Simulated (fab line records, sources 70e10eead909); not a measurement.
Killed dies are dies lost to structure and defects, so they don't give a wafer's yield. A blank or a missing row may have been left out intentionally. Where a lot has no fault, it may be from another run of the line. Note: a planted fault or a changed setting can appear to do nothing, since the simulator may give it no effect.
fab line records | flow nandHarc
record: lots: 13 | wafers: 39 | lastDay: 24
route steps=1159 shown A_SGD_CUT@766 A_M1@1044 HYBRID_BOND@1094 THIN_TSV@1155 END@1159
lots that met no fault: taken from a fault-free run of the same line
startH: hours from the record's opening day to when the first of the lot's shown wafers began | waitH: hours from the lot's prior step to this one | " unchanged from the row above | L1.1+2: several wafers, shown together as one row | - no value present, or no start provided | * or withheld: withheld | < > ~ a bound
route shown NAME@n: a module of which the file shows steps, and the number in the route of the first | usual: mean/standard deviation taken from wafers without a fault | same: alike in all rows | chamber/n: place in a boat | sites: readings site by site | _std_site: their standard deviation | _edge_site: inner sites' mean taken away from outer sites' mean | radiusMm: for every site, how far away it sits from the centre of the wafer | mask NAME#n: copy n | behind: the tool/chamber that last shaped the wafer | hold: cause of the lot's hold/its duration in hours/its outcome | device: names the non-switching transistor (n, p or np) | end of line: tests of these same wafers at the route's end | a step given without rows: its recipe and nothing more | killed: the dies lost at the first sort to structure and to defects; this is not the yield of the wafer | map: per-die view of a wafer (x killed, . not killed, _ where there is no die)
set.NAME: the setting that was run; set.NAME@STEP: the one run at that earlier step | model.NAME: the simulator's own value behind a step, which no gauge read
the route's steps for a sample of lots (tables are steps, rows are wafers)
services: a tool's chamber out of use, with start hour (startH, from the record's first day; less than 0 if before it), hours out, and reason
== steps ==
step: NHARC_A_SGD_CUT_STRIP_60
recipe: c4f8FlowSccm: withheld | o2FlowSccm: 8 | arFlowSccm: withheld | biasW: 0 | chemistry: C4F8/O2/Ar
lot.wafer  | tool       | chamber | startH | waitH
L916.2+6+5 | rieDiel-06 | 3,1,0   | 320.08 | -
L918.4+3+6 | rieDiel-08 | 0,1,0   | 320.32 | -
L914.1+3+4 | rieDiel-04 | 1,3,1   | 320.84 | -
L917.2+3+4 | rieDiel-08 | 3,0,1   | 321.38 | -
L915.1+3+6 | rieDiel-06 | 0,1,1   | 327.11 | -
L919.3+4+5 | rieDiel-08 | 2,3,1   | 328.33 | -
L922.4+1+6 | rieDiel-08 | 2,1,2   | 362.77 | -
L924.2+1+3 | rieDiel-08 | 1,3,0   | 389.35 | -
L929.4+1+5 | rieDiel-06 | 0,1,3   | 405.32 | -
L932.3+1+6 | rieDiel-06 | 1,2,0   | 417.13 | -
L933.3+1+6 | rieDiel-04 | 0,2,3   | 419.01 | -
L936.1+2+6 | rieDiel-08 | 3,0,0   | 441.20 | -
L937.2+3+6 | rieDiel-06 | 3,1,2   | 441.43 | -
step: NHARC_A_M1_ETCH_28
recipe: targetDepthA: 300 | overEtchFrac: 0.3 | timeS: 72.99 | ionEnergyEv: 150 | cf4FlowSccm: 50 | n2FlowSccm: 100 | arFlowSccm: 150 | rfW: 300 | biasW: 100 | chemistry: CF4/N2
usual: drypumpMotorCurrentA: 5.83/0.25 | oesProductAu: 1.003/0.011 | rfVppV: 314.0/1.7 | showerheadPlenumPTorr: 2.61/0.094 | throttleValvePct: 19.793/0.0084
lot.wafer | tool       | chamber | startH | waitH | drypumpMotorCurrentA | oesProductAu | rfHoursCounterH | rfVppV | showerheadPlenumPTorr | throttleValvePct
L916.2    | rieDiel-10 | 3       | -      | -     | 5.87                 | 1.007        | 3.4             | 312.4  | 2.47                  | 19.788
L916.6    | "          | 3       | "      | "     | 5.85                 | 1.010        | -               | 310.7  | 2.47                  | 19.802
L916.5    | "          | 0       | "      | "     | 5.91                 | 0.993        | -               | 313.2  | 2.60                  | 19.777
L917.4    | rieDiel-10 | 0       | -      | -     | 5.88                 | 0.982        | 3.6             | 313.1  | 2.60                  | 19.795
L917.2    | "          | 1       | "      | "     | 5.35                 | 1.008        | 3.0             | 315.7  | 2.69                  | 19.797
L917.3    | "          | 3       | "      | "     | 5.86                 | 1.026        | 3.5             | 310.8  | 2.47                  | 19.797
L918.4    | rieDiel-09 | 1       | -      | -     | 5.81                 | 1.001        | 9.8             | 313.7  | 2.57                  | 19.800
L918.3    | "          | 2       | "      | "     | 6.34                 | 1.009        | 9.4             | 311.5  | 2.48                  | 19.771
L918.6    | "          | 3       | "      | "     | 5.99                 | 0.998        | -               | 311.2  | 2.49                  | 19.795
L914.1    | rieDiel-10 | 2       | -      | -     | 5.92                 | 0.979        | 3.4             | 315.7  | 2.72                  | 19.793
L914.3    | "          | 3       | "      | "     | 5.89                 | 1.020        | 3.9             | 311.4  | 2.47                  | 19.792
L914.4    | "          | 0       | "      | "     | 5.90                 | 0.986        | 4.0             | 313.6  | 2.60                  | 19.796
L919.3    | rieDiel-10 | 2       | -      | -     | 5.93                 | 0.986        | 3.6             | 314.7  | 2.72                  | 19.784
L919.4    | "          | 0       | "      | "     | 5.88                 | 0.992        | 5.3             | 315.4  | 2.60                  | 19.791
L919.5    | "          | 2       | "      | "     | 5.95                 | 0.992        | -               | 314.9  | 2.72                  | 19.806
L915.3    | rieDiel-10 | 0       | -      | -     | 5.89                 | 0.972        | 5.9             | 314.3  | 2.60                  | 19.798
L915.1    | "          | 1       | "      | "     | 5.38                 | 1.006        | 5.4             | 315.2  | 2.68                  | 19.789
L915.6    | "          | 1       | "      | "     | 5.37                 | 0.995        | -               | 316.1  | 2.68                  | 19.800
L922.1    | rieDiel-07 | 0       | -      | -     | 6.11                 | 1.014        | 1.3             | 316.1  | 2.77                  | 19.799
L922.4    | "          | 1       | "      | "     | 5.72                 | 1.020        | 1.4             | 313.9  | 2.66                  | 19.792
L922.6    | "          | 0       | "      | "     | 6.10                 | 1.012        | -               | 316.5  | 2.77                  | 19.798
L924.1    | rieDiel-07 | 3       | -      | -     | 5.74                 | 1.001        | 1.5             | 314.1  | 2.55                  | 19.796
L924.3    | "          | 0       | "      | "     | 6.10                 | 1.017        | 1.5             | 317.9  | 2.77                  | 19.808
L924.2    | "          | 2       | "      | "     | 5.53                 | 1.005        | 1.6             | 313.9  | 2.57                  | 19.811
L929.4    | rieDiel-07 | 3       | -      | -     | 5.76                 | 1.003        | 2.4             | 312.3  | 2.55                  | 19.783
L929.1    | "          | 1       | "      | "     | 5.72                 | 1.017        | 2.5             | 316.4  | 2.66                  | 19.802
L929.5    | "          | 3       | "      | "     | 5.73                 | 0.997        | -               | 313.9  | 2.55                  | 19.799
L932.1    | rieDiel-07 | 3       | -      | -     | 5.75                 | 0.996        | 2.5             | 312.7  | 2.55                  | 19.795
L932.3    | "          | 1       | "      | "     | 5.72                 | 1.016        | 2.6             | 315.6  | 2.66                  | 19.785
L932.6    | "          | 3       | "      | "     | 5.73                 | 0.994        | -               | 312.6  | 2.55                  | 19.794
L933.3    | rieDiel-07 | 2       | -      | -     | 5.49                 | 0.997        | 2.7             | 311.9  | 2.57                  | 19.792
L933.1    | "          | 3       | "      | "     | 5.75                 | 1.000        | 2.6             | 313.1  | 2.55                  | 19.801
L933.6    | "          | 2       | "      | "     | 5.51                 | 1.004        | -               | 312.7  | 2.57                  | 19.798
L936.1    | rieDiel-09 | 2       | -      | -     | 6.31                 | 1.025        | 6.1             | 311.3  | 2.47                  | 19.784
L936.2    | "          | 0       | "      | "     | 6.08                 | 1.012        | 5.8             | 313.6  | 2.63                  | 19.794
L936.6    | "          | 3       | "      | "     | 6.04                 | 1.008        | -               | 312.4  | 2.49                  | 19.801
L937.2    | rieDiel-07 | 1       | -      | -     | 5.70                 | 1.007        | 3.3             | 314.5  | 2.66                  | 19.800
L937.3    | "          | 2       | "      | "     | 5.51                 | 0.992        | 3.4             | 312.9  | 2.57                  | 19.791
L937.6    | "          | 0       | "      | "     | 6.11                 | 1.008        | -               | 317.3  | 2.77                  | 19.798
step: NHARC_HYBRID_BOND_ACTIVATE_00
recipe: timeS: 60 | n2FlowSccm: 200 | arFlowSccm: 0 | biasPowerW: 0 | chemistry: N2
usual: drypumpMotorCurrentA: 5.71/0.23 | oesProductAu: 1.000/0.015 | rfVppV: 64.2/0.98 | showerheadPlenumPTorr: 1.76/0.083
lot.wafer | tool       | chamber | startH | waitH | drypumpMotorCurrentA | oesProductAu | rfHoursCounterH | rfVppV | showerheadPlenumPTorr
L916.2    | rieDiel-04 | 1       | 413.64 | 0.1   | 5.71                 | 0.978        | 10              | 62.8   | 1.66
L916.6    | "          | 0       | "      | "     | 5.67                 | 1.011        | -               | 63.3   | 1.83
L916.5    | "          | 1       | "      | "     | 5.73                 | 0.989        | -               | 64.5   | 1.66
L917.4    | rieDiel-04 | 3       | 414.32 | 0.1   | 5.86                 | 0.995        | 12              | 63.0   | 1.67
L917.2    | "          | 0       | "      | "     | 5.67                 | 1.010        | 8               | 64.8   | 1.83
L917.3    | "          | 1       | "      | "     | 5.71                 | 0.973        | 10              | 64.1   | 1.66
L918.4    | rieDiel-04 | 0       | 416.17 | 0.1   | 5.65                 | 1.008        | 9               | 64.0   | 1.83
L918.3    | "          | 1       | "      | "     | 5.71                 | 0.981        | 11              | 63.9   | 1.66
L918.6    | "          | 3       | "      | "     | 5.87                 | 1.003        | -               | 64.5   | 1.67
L914.3    | rieDiel-02 | 0       | 417.00 | 0.1   | 5.39                 | 0.996        | 32              | 65.6   | 1.83
L914.4    | "          | 1       | "      | "     | 5.40                 | 1.015        | 35              | 62.9   | 1.63
L914.1    | "          | 3       | "      | "     | 6.68                 | 1.004        | 31              | 64.9   | 1.85
L919.3    | rieDiel-04 | 0       | 438.10 | 0.1   | 5.68                 | 1.005        | 10              | 65.3   | 1.83
L919.4    | "          | 2       | "      | "     | 5.55                 | 0.970        | 13              | 66.2   | 1.83
L919.5    | "          | 0       | "      | "     | 5.66                 | 1.012        | -               | 65.3   | 1.83
L915.1    | rieDiel-04 | 0       | 440.73 | 0.1   | 5.66                 | 1.010        | 11              | 64.2   | 1.83
L915.3    | "          | 1       | "      | "     | 5.68                 | 0.987        | 13              | 65.7   | 1.66
L915.6    | "          | 0       | "      | "     | 5.68                 | 1.012        | -               | 64.4   | 1.83
L922.1    | rieDiel-02 | 1       | 468.55 | 0.3   | 5.39                 | 1.009        | 53              | 64.5   | 1.62
L922.4    | "          | 2       | "      | "     | 6.44                 | 1.017        | 50              | 64.6   | 1.90
L922.6    | "          | 3       | "      | "     | 6.69                 | 1.015        | -               | 65.7   | 1.84
L924.2    | rieDiel-04 | 1       | 485.75 | 0.1   | 5.68                 | 1.015        | 2               | 65.0   | 1.66
L924.3    | "          | 2       | "      | "     | 5.52                 | 0.985        | 2               | 65.6   | 1.83
L924.1    | "          | 3       | "      | "     | 5.84                 | 0.996        | 2               | 63.7   | 1.67
L929.1    | rieDiel-04 | 3       | 512.54 | 0.1   | 5.85                 | 1.001        | 4               | 63.0   | 1.67
L929.4    | "          | 0       | "      | "     | 5.68                 | 1.018        | 4               | 64.4   | 1.83
L929.5    | "          | 1       | "      | "     | 5.66                 | 1.018        | -               | 61.5   | 1.66
L933.3    | rieDiel-04 | 3       | 519.24 | 0.1   | 5.86                 | 1.004        | 4               | 63.5   | 1.67
L933.1    | "          | 0       | "      | "     | 5.65                 | 1.013        | 4               | 64.8   | 1.83
L933.6    | "          | 3       | "      | "     | 5.85                 | 0.993        | -               | 65.0   | 1.67
L932.1    | rieDiel-04 | 1       | 519.55 | 0.1   | 5.68                 | 1.010        | 4               | 62.4   | 1.66
L932.3    | "          | 0       | "      | "     | 5.66                 | 1.020        | 4               | 64.7   | 1.83
L932.6    | "          | 0       | "      | "     | 5.67                 | 1.017        | -               | 64.5   | 1.83
L936.1    | rieDiel-04 | 3       | 545.75 | 0.1   | 5.83                 | 0.987        | 6               | 64.0   | 1.67
L936.2    | "          | 2       | "      | "     | 5.53                 | 0.972        | 6               | 63.9   | 1.83
L936.6    | "          | 2       | "      | "     | 5.52                 | 0.990        | -               | 64.7   | 1.83
L937.3    | rieDiel-04 | 3       | 546.55 | 0.1   | 5.84                 | 0.988        | 6               | 63.7   | 1.67
L937.2    | "          | 0       | "      | "     | 5.62                 | 1.026        | 6               | 63.8   | 1.83
L937.6    | "          | 3       | "      | "     | 5.86                 | 0.988        | -               | 62.5   | 1.67
step: NHARC_THIN_TSV_CD_MEAS_37
usual: cdNm: 5002/3.5
lot.wafer | tool     | chamber | startH | waitH | cdNm
L918.3    | cdSem-01 | -       | 439.49 | -     | 5000
L918.4    | "        | -       | "      | "     | 5004
L918.6    | "        | -       | "      | "     | 5001
L916.2    | cdSem-03 | -       | 439.91 | -     | 5003
L916.5    | "        | -       | "      | "     | 4998
L916.6    | "        | -       | "      | "     | 5008
L914.1    | cdSem-03 | -       | 440.42 | -     | 4999
L914.3    | "        | -       | "      | "     | 4996
L914.4    | "        | -       | "      | "     | 5001
L917.2    | cdSem-01 | -       | 440.58 | -     | 5001
L917.3    | "        | -       | "      | "     | 4997
L917.4    | "        | -       | "      | "     | 5002
L919.3    | cdSem-03 | -       | 463.22 | -     | 5004
L919.4    | "        | -       | "      | "     | 4998
L919.5    | "        | -       | "      | "     | 5002
L915.1    | cdSem-03 | -       | 467.15 | -     | 5003
L915.3    | "        | -       | "      | "     | 5010
L915.6    | "        | -       | "      | "     | 5007
L922.1    | cdSem-03 | -       | 490.71 | -     | 5002
L922.4    | "        | -       | "      | "     | 5000
L922.6    | "        | -       | "      | "     | 5000
L924.1    | cdSem-02 | -       | 506.50 | -     | 5003
L924.2    | "        | -       | "      | "     | 5006
L924.3    | "        | -       | "      | "     | 5009
L929.1    | cdSem-02 | -       | 533.64 | -     | 5009
L929.4    | "        | -       | "      | "     | 5006
L929.5    | "        | -       | "      | "     | 4996
L933.1    | cdSem-03 | -       | 541.53 | -     | 5009
L933.3    | "        | -       | "      | "     | 5004
L933.6    | "        | -       | "      | "     | 5002
L932.1    | cdSem-03 | -       | 543.80 | -     | 5001
L932.3    | "        | -       | "      | "     | 5003
L932.6    | "        | -       | "      | "     | 5004
L936.1    | cdSem-02 | -       | 566.41 | -     | 5002
L936.2    | "        | -       | "      | "     | 5000
L936.6    | "        | -       | "      | "     | 4998
L937.2    | cdSem-02 | -       | 568.26 | -     | 5001
L937.3    | "        | -       | "      | "     | 5007
L937.6    | "        | -       | "      | "     | 4999
step: NHARC_END_SORT_01
recipe: tempC: 25
usual: killedAtArray: 29/11 | killedAtOther: 0.6/1 | killedAtPeriphery: 3.1/2.1 | killedDies: 33/11 | killedOpen: 3.1/1.9 | killedShort: 1.9/1.5
same: grossDies: 677
lot.wafer | tool      | chamber | startH | waitH | killedAtArray | killedAtOther | killedAtPeriphery | killedDies | killedOpen | killedShort
L922.1    | prober-01 | 0       | 501.97 | 2.5   | 101           | 0             | 8                 | 109        | 1          | 0
L922.4    | prober-01 | 0       | 504.35 | 3.4   | 92            | 1             | 3                 | 96         | 2          | 3
L922.6    | prober-01 | 0       | 505.94 | 4.0   | 103           | 0             | 4                 | 107        | 3          | 2
L924.1    | prober-01 | 0       | 515.52 | 2.5   | 103           | 0             | 2                 | 105        | 4          | 0
L924.2    | prober-01 | 0       | 516.33 | 2.8   | 117           | 0             | 1                 | 118        | 10         | 2
L924.3    | prober-01 | 0       | 517.15 | 3.1   | 99            | 0             | 4                 | 103        | 5          | 1
killed by level:class
L922.1 A_SGD_CUT:unspecified=83 A_CHANNEL_HOLE_D1:chamberFilmFlake=10 A_SLIT:chamberFilmFlake=7 P_ZERO_WELL:chamberFilmFlake=3 P_STI:chamberFilmFlake=3 P_GATE:geometricParticle:open=1 P_M2:chamberFilmFlake=1 A_STAIRCASE:chamberFilmFlake=1
L922.4 A_SGD_CUT:unspecified=60 A_CHANNEL_HOLE_D1:chamberFilmFlake=14 A_SLIT:chamberFilmFlake=11 A_ONON_D1:geometricParticle:short=2 P_STI:chamberFilmFlake=2 A_STAIRCASE:chamberFilmFlake=2 P_M0:geometricParticle:open=1 A_CHANNEL_HOLE_D1:geometricParticle:short=1
L922.6 A_SGD_CUT:unspecified=69 A_CHANNEL_HOLE_D1:chamberFilmFlake=16 A_SLIT:chamberFilmFlake=13 P_STI:chamberFilmFlake=3 P_M0:geometricParticle:short=1 A_CHANNEL_HOLE_D1:geometricParticle:open=1 A_CONTACT:geometricParticle:open=1 A_M0:geometricParticle:open=1
L924.1 A_SGD_CUT:unspecified=87 A_CHANNEL_HOLE_D1:chamberFilmFlake=7 A_CHANNEL_FILL_D1:geometricParticle:open=2 A_CONTACT:chamberFilmFlake=2 P_M2:geometricParticle:open=1 A_ONON_D1:geometricParticle:open=1 P_ZERO_WELL:chamberFilmFlake=1 A_ZERO_WELL:chamberFilmFlake=1
L924.2 A_SGD_CUT:unspecified=91 A_CHANNEL_HOLE_D1:chamberFilmFlake=6 A_CONTACT:geometricParticle:open=3 A_STAIRCASE:chamberFilmFlake=3 A_CHANNEL_FILL_D1:geometricParticle:open=2 A_WL_FILL:chamberFilmFlake=2 A_CONTACT:chamberFilmFlake=2 A_ONON_D1:geometricParticle:open=1
L924.3 A_SGD_CUT:unspecified=85 A_CHANNEL_HOLE_D1:chamberFilmFlake=5 A_CONTACT:chamberFilmFlake=2 P_GATE:geometricParticle:open=1 P_CONTACT:geometricParticle:open=1 A_ONON_D1:geometricParticle:short=1 A_CHANNEL_HOLE_D1:geometricParticle:open=1 A_CHANNEL_FILL_D1:geometricParticle:open=1
== services ==
tool       | chamber | startH | hours | kind
rieDiel-08 | -       | 301.80 | 9.0   | pm
rieDiel-06 | 1       | 302.64 | 6.3   | repair
rieDiel-08 | 1       | 315.84 | 3.2   | repair
rieDiel-04 | 0       | 318.01 | 31.7  | repair
rieDiel-06 | 2       | 319.32 | 1.3   | repair
rieDiel-04 | 2       | 340.91 | 9.2   | repair
rieDiel-07 | 1       | 347.39 | 5.9   | repair
rieDiel-10 | -       | 353.50 | 9.0   | pm
rieDiel-04 | 1       | 367.86 | 16.2  | repair
rieDiel-10 | 2       | 383.31 | 1.8   | repair
rieDiel-07 | -       | 405.20 | 9.0   | pm
rieDiel-08 | 2       | 417.84 | 3.3   | repair
rieDiel-08 | 3       | 420.08 | 9.9   | repair
rieDiel-04 | 2       | 426.20 | 2.4   | repair
rieDiel-04 | 3       | 454.16 | 9.2   | repair
rieDiel-04 | -       | 465.90 | 9.0   | pm
rieDiel-07 | -       | 468.08 | 0.2   | repair
rieDiel-08 | -       | 478.80 | 9.0   | pm
rieDiel-04 | 2       | 519.43 | 3.5   | repair
rieDiel-07 | -       | 520.65 | 1.2   | repair
rieDiel-08 | -       | 530.97 | 2.5   | repair
rieDiel-04 | 2       | 531.83 | 2.2   | repair
rieDiel-07 | 1       | 534.29 | 2.9   | repair
rieDiel-04 | 1       | 541.81 | 14.4  | repair
== key ==
firstSign: step: NHARC_END_SORT_01 | reading: killedAtArray | direction: up | sigmas: 6.9 | usual: 29 | struck: 102
effect: step: NHARC_END_SORT_01 | reading: killedDies | direction: up | sigmas: 6.9 | usual: 33 | struck: 106
moreKillsBornAt: NHARC_A_SGD_CUT_STRIP_60@rieDiel-08: 475
metAt NHARC_A_SGD_CUT_STRIP_60
struckLots L922,L924
testerLeftOut L922,L924
notActingAt NHARC_A_M1_ETCH_28,NHARC_HYBRID_BOND_ACTIVATE_00,NHARC_THIN_TSV_CD_MEAS_37
onsetBetween 328.33 362.77
fault: kind: chamberParticleSource | tool: rieDiel-08 | chamber: - | onsetH: 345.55 | steps: NHARC_A_SGD_CUT_STRIP_60 | ratePerVisitCm2: 1.0233 | endH: 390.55
testerLeftOut: of these lots the tester's yield and bins aren't shown, on N5 and GAA mostly nor the transistor test; their killed dies are dies lost to structure and defects alone, not to doping, threshold or leakage, so they don't give the yield
